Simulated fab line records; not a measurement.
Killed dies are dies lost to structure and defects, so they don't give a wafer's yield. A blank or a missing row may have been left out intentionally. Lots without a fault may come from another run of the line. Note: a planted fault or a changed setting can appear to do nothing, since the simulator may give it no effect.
Matching of chambers || flow n5 finfet || N5_DUMMY_GATE_ETCH_42 on rie diel-03 has 4 sister chambers
The step etches SiO2 in CHF3/O2, target depth 3.5 nm, time 31 s. 20 wafers are shown with their chamber, then 10 later ones without.

== WAFERS PAIRED WITH THEIR CHAMBERS ==
{"wafer": "L074.2", "chamber": 1, "showerhead plenum p Torr (Torr)": 2.51, "drypump motor current A (A)": 5.5, "oes product au (a.u.)": 0.77}
{"wafer": "L074.5", "chamber": 1, "showerhead plenum p Torr (Torr)": 2.51, "drypump motor current A (A)": 5.4, "oes product au (a.u.)": 0.76}
{"wafer": "L074.6", "chamber": 3, "showerhead plenum p Torr (Torr)": 2.25, "drypump motor current A (A)": 5.2, "oes product au (a.u.)": 0.82}
{"wafer": "L079.1", "chamber": 0, "showerhead plenum p Torr (Torr)": 2.48, "drypump motor current A (A)": 5.4, "oes product au (a.u.)": 0.73}
{"wafer": "L079.4", "chamber": 2, "showerhead plenum p Torr (Torr)": 2.51, "drypump motor current A (A)": 5.2, "oes product au (a.u.)": 0.78}
{"wafer": "L079.6", "chamber": 3, "showerhead plenum p Torr (Torr)": 2.25, "drypump motor current A (A)": 5.2, "oes product au (a.u.)": 0.81}
{"wafer": "L080.1", "chamber": 0, "showerhead plenum p Torr (Torr)": 2.48, "drypump motor current A (A)": 5.4, "oes product au (a.u.)": 0.73}
{"wafer": "L080.3", "chamber": 1, "showerhead plenum p Torr (Torr)": 2.51, "drypump motor current A (A)": 5.4, "oes product au (a.u.)": 0.76}
{"wafer": "L080.6", "chamber": 1, "showerhead plenum p Torr (Torr)": 2.51, "drypump motor current A (A)": 5.4, "oes product au (a.u.)": 0.76}
{"wafer": "L081.1", "chamber": 2, "showerhead plenum p Torr (Torr)": 2.51, "drypump motor current A (A)": 5.2, "oes product au (a.u.)": 0.77}
{"wafer": "L081.4", "chamber": 3, "showerhead plenum p Torr (Torr)": 2.24, "drypump motor current A (A)": 5.2, "oes product au (a.u.)": 0.80}
{"wafer": "L081.6", "chamber": 0, "showerhead plenum p Torr (Torr)": 2.48, "drypump motor current A (A)": 5.4, "oes product au (a.u.)": 0.72}
{"wafer": "L082.1", "chamber": 3, "showerhead plenum p Torr (Torr)": 2.24, "drypump motor current A (A)": 5.2, "oes product au (a.u.)": 0.80}
{"wafer": "L082.4", "chamber": 1, "showerhead plenum p Torr (Torr)": 2.51, "drypump motor current A (A)": 5.5, "oes product au (a.u.)": 0.75}
{"wafer": "L082.6", "chamber": 2, "showerhead plenum p Torr (Torr)": 2.51, "drypump motor current A (A)": 5.2, "oes product au (a.u.)": 0.78}
{"wafer": "L083.1", "chamber": 2, "showerhead plenum p Torr (Torr)": 2.51, "drypump motor current A (A)": 5.2, "oes product au (a.u.)": 0.77}
{"wafer": "L083.2", "chamber": 3, "showerhead plenum p Torr (Torr)": 2.24, "drypump motor current A (A)": 5.2, "oes product au (a.u.)": 0.79}
{"wafer": "L083.4", "chamber": 2, "showerhead plenum p Torr (Torr)": 2.51, "drypump motor current A (A)": 5.2, "oes product au (a.u.)": 0.76}
{"wafer": "L087.2", "chamber": 0, "showerhead plenum p Torr (Torr)": 2.48, "drypump motor current A (A)": 5.4, "oes product au (a.u.)": 0.71}
{"wafer": "L087.5", "chamber": 0, "showerhead plenum p Torr (Torr)": 2.48, "drypump motor current A (A)": 5.4, "oes product au (a.u.)": 0.72}

SIGNATURES, as means of the wafers listed above
{"reading": "showerhead plenum p Torr", "chamber 0": 2.4800, "chamber 1": 2.5100, "chamber 2": 2.5100, "chamber 3": 2.2440, "scatter within a chamber": 0.00274}
{"reading": "drypump motor current A", "chamber 0": 5.400, "chamber 1": 5.440, "chamber 2": 5.200, "chamber 3": 5.200, "scatter within a chamber": 0.0274}
{"reading": "oes product au", "chamber 0": 0.7220, "chamber 1": 0.7600, "chamber 2": 0.7720, "chamber 3": 0.8040, "scatter within a chamber": 0.00894}
Rule: for a wafer and a chamber, the distance is found by dividing, reading by reading, the gap between the wafer's reading and the chamber's mean by the reading's scatter, squaring, summing and taking the root. The wafer belongs to the nearest chamber; if the next one is less than 2 further off, it can't be placed. The scatter is the square root of a quotient: the sum, over the shown wafers, of each reading's squared deviation from its chamber's mean, divided by wafers minus chambers.

== WAFERS WITH NO CHAMBER GIVEN ==
{"wafer": "L087.6", "showerhead plenum p Torr (Torr)": 2.51, "drypump motor current A (A)": 5.4, "oes product au (a.u.)": 0.76}
{"wafer": "L089.2", "showerhead plenum p Torr (Torr)": 2.48, "drypump motor current A (A)": 5.4, "oes product au (a.u.)": 0.73}
{"wafer": "L089.3", "showerhead plenum p Torr (Torr)": 2.50, "drypump motor current A (A)": 5.4, "oes product au (a.u.)": 0.77}
{"wafer": "L089.6", "showerhead plenum p Torr (Torr)": 2.50, "drypump motor current A (A)": 5.2, "oes product au (a.u.)": 0.77}
{"wafer": "L091.4", "showerhead plenum p Torr (Torr)": 2.48, "drypump motor current A (A)": 5.4, "oes product au (a.u.)": 0.71}
{"wafer": "L091.5", "showerhead plenum p Torr (Torr)": 2.48, "drypump motor current A (A)": 5.4, "oes product au (a.u.)": 0.71}
{"wafer": "L091.6", "showerhead plenum p Torr (Torr)": 2.24, "drypump motor current A (A)": 5.3, "oes product au (a.u.)": 0.78}
{"wafer": "L096.2", "showerhead plenum p Torr (Torr)": 2.50, "drypump motor current A (A)": 5.2, "oes product au (a.u.)": 0.75}
{"wafer": "L096.3", "showerhead plenum p Torr (Torr)": 2.47, "drypump motor current A (A)": 5.4, "oes product au (a.u.)": 0.69}
{"wafer": "L096.6", "showerhead plenum p Torr (Torr)": 2.50, "drypump motor current A (A)": 5.2, "oes product au (a.u.)": 0.75}

== EACH ONE'S CHAMBER ==
{"wafer": "L087.6", "from the rows above": 1, "in truth": 1}
{"wafer": "L089.2", "from the rows above": 0, "in truth": 0}
{"wafer": "L089.3", "from the rows above": 1, "in truth": 1}
{"wafer": "L089.6", "from the rows above": 2, "in truth": 2}
{"wafer": "L091.4", "from the rows above": 0, "in truth": 0}
{"wafer": "L091.5", "from the rows above": 0, "in truth": 0}
{"wafer": "L091.6", "from the rows above": 3, "in truth": 3}
{"wafer": "L096.2", "from the rows above": 2, "in truth": 2}
{"wafer": "L096.3", "from the rows above": 0, "in truth": 0}
{"wafer": "L096.6", "from the rows above": 2, "in truth": 2}
10 of 10 placed correctly. Can't be placed from these rows: 0. Placed wrongly: 0.
